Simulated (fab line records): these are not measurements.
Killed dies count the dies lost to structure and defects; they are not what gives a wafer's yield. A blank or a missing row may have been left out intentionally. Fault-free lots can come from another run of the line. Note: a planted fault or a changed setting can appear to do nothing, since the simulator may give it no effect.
Which tool is to blame?	flow n5Finfet	10 lots, 28 wafers sampled, at 5 steps of a route of 1938

== WHAT THE GAUGES READ, wafer by wafer ==
N5_FIN_SAQP_CD_MEAS_16: the cd target is 35.6 nm.
lot	measured	on	cdNm (nm)
L618	day 2 21:25	cdSem-02	35.57 35.67 35.81
L619	day 3 03:29	cdSem-03	35.56 35.80 35.41
L620	day 3 10:03	cdSem-02	35.75 35.48 34.16
L622	day 3 22:37	cdSem-03	34.29 35.42
L623	day 4 03:25	cdSem-03	34.24 35.80
L631	day 6 03:52	cdSem-03	35.98 35.95 36.15
L632	day 6 10:01	cdSem-03	35.04 35.19 35.26
L633	day 6 16:41	cdSem-03	36.09 35.69 35.75
L634	day 6 22:18	cdSem-03	35.54 35.22 35.41
L635	day 7 03:17	cdSem-01	35.19 35.55 35.27

== WHICH TOOL RAN EACH LOT (tool, then ch and the chambers of the sampled wafers, then the start) ==
lot	N5_PMOS_HMC_CHANNEL_EPI_EPI_26	N5_FIN_SAQP_DENSIFY_62	N5_FIN_SAQP_PECVD_48	N5_FIN_SAQP_PEB_14
L618	epiRpcvd-02 ch 0, day 2 19:41	rtpAnneal-01 ch 0, day 2 20:25	pecvd-04 ch 0,2, day 2 20:48	lithoTrack-02 ch 0, day 2 21:21
L619	epiRpcvd-02 ch 0, day 3 01:50	rtpAnneal-01 ch 0, day 3 02:31	pecvd-01 ch 0,1,2, day 3 02:53	lithoTrack-02 ch 0, day 3 03:25
L620	epiRpcvd-04 ch 0, day 3 08:05	rtpAnneal-02 ch 0, day 3 09:03	pecvd-03 ch 0,1,2, day 3 09:26	lithoTrack-02 ch 0, day 3 09:59
L622	epiRpcvd-03 ch 0, day 3 20:56	rtpAnneal-02 ch 0, day 3 21:39	pecvd-01 ch 1,2, day 3 22:00	lithoTrack-02 ch 0, day 3 22:33
L623	epiRpcvd-02 ch 0, day 4 01:41	rtpAnneal-02 ch 0, day 4 02:34	pecvd-03 ch 0,2, day 4 02:55	lithoTrack-02 ch 0, day 4 03:20
L631	epiRpcvd-02 ch 0, day 6 02:10	rtpAnneal-02 ch 0, day 6 02:52	pecvd-04 ch 1,2, day 6 03:15	lithoTrack-01 ch 0, day 6 03:47
L632	epiRpcvd-04 ch 0, day 6 08:09	rtpAnneal-01 ch 0, day 6 09:10	pecvd-04 ch 0,1,2, day 6 09:31	lithoTrack-01 ch 0, day 6 09:56
L633	epiRpcvd-02 ch 0, day 6 14:10	rtpAnneal-02 ch 0, day 6 15:38	pecvd-03 ch 1,2, day 6 16:02	lithoTrack-01 ch 0, day 6 16:37
L634	epiRpcvd-04 ch 0, day 6 20:10	rtpAnneal-01 ch 0, day 6 21:18	pecvd-04 ch 0,1,2, day 6 21:41	lithoTrack-01 ch 0, day 6 22:14
L635	epiRpcvd-02 ch 0, day 7 01:39	rtpAnneal-01 ch 0, day 7 02:20	pecvd-01 ch 0,1,2, day 7 02:41	lithoTrack-03 ch 0, day 7 03:13
- N5_PMOS_HMC_CHANNEL_EPI_EPI_26: deposits Si from SiH4/H2, target thk 3.8 nm, time 22.7 s.
- N5_FIN_SAQP_DENSIFY_62: time 60 s.
- N5_FIN_SAQP_PECVD_48: deposits SiNx from SiH4/NH3/N2, target thk 25 nm, time 22.1 s.
- N5_FIN_SAQP_PEB_14: peb time 60 s.

== THE ANSWER, worked out from the rows above alone ==
Rule: usual is defined by the lots themselves. Put in order of their means at a reading, lots are off if they are a third of the lots or fewer, leave a main group of 4 or more, and stand apart from it by a gap of 3 or more times the standard deviation of the main group's means; of several such gaps the widest counts. The tables above print the reading to a certain number of digits; a main group whose means all agree to those digits is not used. A lot without any number at a reading at which 4 lots or more have one is off too. The other lots that the step has rows for count as sound.
Nothing can be told from this: no lot is off at any reading shown.

== WHAT THE SIMULATOR PUT IN ==
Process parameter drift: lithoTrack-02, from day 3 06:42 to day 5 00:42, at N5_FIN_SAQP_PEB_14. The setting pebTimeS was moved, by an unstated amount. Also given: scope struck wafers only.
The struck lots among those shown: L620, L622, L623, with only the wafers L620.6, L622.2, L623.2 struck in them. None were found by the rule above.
